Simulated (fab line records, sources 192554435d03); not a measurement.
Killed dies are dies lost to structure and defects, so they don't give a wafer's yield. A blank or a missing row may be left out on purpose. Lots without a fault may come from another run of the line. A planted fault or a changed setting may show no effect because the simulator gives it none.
One fault seen from 2 desks | flow n5_finfet | each desk has only its own numbers; what lay behind them comes last

THE METROLOGY DESK
What the gauges read, lot by lot, whatever tool the lot ran on: means of the sampled wafers that have a number. A lot is out of limits, marked OUT, if its mean lies more than 4 standard deviations from the usual mean; the brackets give that distance. Of its 31 readings 7 are shown: those that lie furthest out on some lot.
Columns: A = V8_OVL at N5_BEOL_M9_OVL_MEAS_29, usual 0.2 nm; B = trench_depth_nm at N5_BEOL_M9_OCD_MEAS_38, usual 151 nm; C = M9_THK at N5_BEOL_M9_THK_MEAS_53, usual 141 nm; D = M9_RS at N5_BEOL_M9_RS_MEAS_57, usual 0.150 ohm/sq; E = SERP_M6_max_site at N5_BEOL_M15_RC_MEAS_101, usual 14.7 ohm/um; F = SERP_M9 at N5_BEOL_M15_RC_MEAS_101, usual 3.05 ohm/um; G = SERP_M9_max_site at N5_BEOL_M15_RC_MEAS_101, usual 3.14 ohm/um
lot  | first seen here | A    | B   | C   | D     | E    | F    | G
L390 | day 10 12:22    | -0.3 | 154 | 140 | 0.147 | 14.2 | 3.02 | 3.09
L395 | day 11 14:46    | -0.6 | 150 | 139 | 0.152 | 14.7 | 3.11 | 3.23
L396 | day 11 17:25    | 1.8  | 146 | 136 | 0.156 | 14.1 | 3.15 | 3.36
L398 | day 12 11:25    | 0.1  | 141 | 133 | 0.161 | 16.2 | 3.33 | 3.44
L403 | day 13 08:34    | -0.1 | 149 | 137 | 0.153 | 14.2 | 3.11 | 3.19
L409 | day 14 14:03    | 0.6  | 151 | 142 | 0.149 | 14.8 | 3.01 | 3.16
L412 | day 15 14:20    | 0.2  | 150 | 138 | 0.152 | 14.3 | 3.12 | 3.21
L413 | day 16 01:08    | 0.5  | 152 | 139 | 0.150 | 15.1 | 3.02 | 3.10
This desk's finding: nothing out of limits on any of the 8 lots.

THE TOOL OWNER'S DESK: rie_diel-01
The tool's own readings at N5_BEOL_M9_TRENCH_ETCH_37 (etches SiCOH lowk in C4F6/O2, target depth 151.43 nm, time 49 s): means of the sampled wafers that have a number, for each lot that ran on this tool. A lot is out of limits, marked OUT, if its mean lies more than 4 standard deviations from the usual mean; the brackets give that distance.
Columns: A = C4F6_flow_sccm at N5_BEOL_M9_TRENCH_ETCH_37, usual 10.002 sccm; B = drypump_motor_current_A at N5_BEOL_M9_TRENCH_ETCH_37, usual 5.7 A; C = oes_product_au at N5_BEOL_M9_TRENCH_ETCH_37, usual 0.77 a.u.; D = rf_vpp_V at N5_BEOL_M9_TRENCH_ETCH_37, usual 672 V; E = showerhead_plenum_p_Torr at N5_BEOL_M9_TRENCH_ETCH_37, usual 2.85 Torr; F = throttle_valve_pct at N5_BEOL_M9_TRENCH_ETCH_37, usual 20.96 %
lot  | first seen here | A      | B   | C    | D   | E    | F
L390 | day 10 13:02    | 10.020 | 5.8 | 0.74 | 667 | 2.73 | 21.16
L395 | day 11 15:11    | 9.993  | 5.8 | 0.76 | 675 | 2.78 | 21.02
L396 | day 11 17:57    | 9.991  | 6.1 | 0.70 | 670 | 2.84 | 21.12
L398 | day 12 11:50    | 10.003 | 5.8 | 0.69 | 664 | 2.73 | 21.16
L412 | day 15 14:45    | 9.972  | 5.9 | 0.72 | 656 | 2.80 | 21.16
This desk's finding: nothing out of limits on any of the 5 lots.

PUT TOGETHER
The metrology desk saw nothing out of limits.
The tool owner's desk saw nothing out of limits.

WHAT THE SIMULATOR HAD PUT IN
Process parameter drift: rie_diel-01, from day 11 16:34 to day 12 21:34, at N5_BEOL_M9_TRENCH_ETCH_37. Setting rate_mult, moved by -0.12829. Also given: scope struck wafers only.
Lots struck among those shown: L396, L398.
